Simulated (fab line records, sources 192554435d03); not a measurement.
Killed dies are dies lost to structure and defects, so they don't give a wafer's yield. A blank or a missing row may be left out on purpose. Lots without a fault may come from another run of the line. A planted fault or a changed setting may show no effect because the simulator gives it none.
Chamber matching | flow n5_finfet | N5_BEOL_M3_ETCH_77 on rie_diel-01: 4 sister chambers
The step etches underlayer in N2/H2, target depth 6.5 nm, time 5.2 s. 4 wafers are shown with their chamber, then 12 later ones without.

WAFERS WITH THEIR CHAMBER
wafer  | chamber | showerhead_plenum_p_Torr (Torr)
L081.5 | 2       | 2.60
L088.1 | 3       | 2.57
L088.4 | 0       | 2.43
L088.5 | 1       | 2.60

WAFERS WITHOUT THEIR CHAMBER
wafer  | showerhead_plenum_p_Torr (Torr)
L090.3 | 2.56
L090.5 | 2.56
L090.6 | 2.60
L091.1 | 2.60
L091.4 | 2.56
L091.5 | 2.60
L097.1 | 2.42
L097.2 | 2.59
L097.3 | 2.59
L096.1 | 2.42
L096.4 | 2.59
L096.6 | 2.56

WHICH CHAMBER EACH WENT THROUGH
wafer  | from the rows above          | in truth
L090.3 | 3                            | 3
L090.5 | 3                            | 3
L090.6 | can't be placed: 1 or 2      | 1
L091.1 | can't be placed: 1 or 2      | 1
L091.4 | 3                            | 3
L091.5 | can't be placed: 1 or 2      | 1
L097.1 | 0                            | 0
L097.2 | can't be placed: 1 or 2 or 3 | 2
L097.3 | can't be placed: 1 or 2 or 3 | 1
L096.1 | 0                            | 0
L096.4 | can't be placed: 1 or 2 or 3 | 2
L096.6 | 3                            | 3
Placed correctly: 6 of 12. Can't be placed from these rows: 6 (the true chamber is among the candidates in 6). Placed wrongly: 0.
How it was worked out, from the rows above alone: a wafer's distance from a chamber is the root of the sum, over the readings, of the square of ((its reading less the chamber's mean) divided by the reading's scatter). The wafer belongs to the nearest chamber; if the next one is less than 2 further off, it can't be placed. A chamber's mean is the mean of its shown wafers. The scatter: with one shown wafer a chamber, the root of the mean of the squares of how far each hidden wafer lies from its nearest shown one.
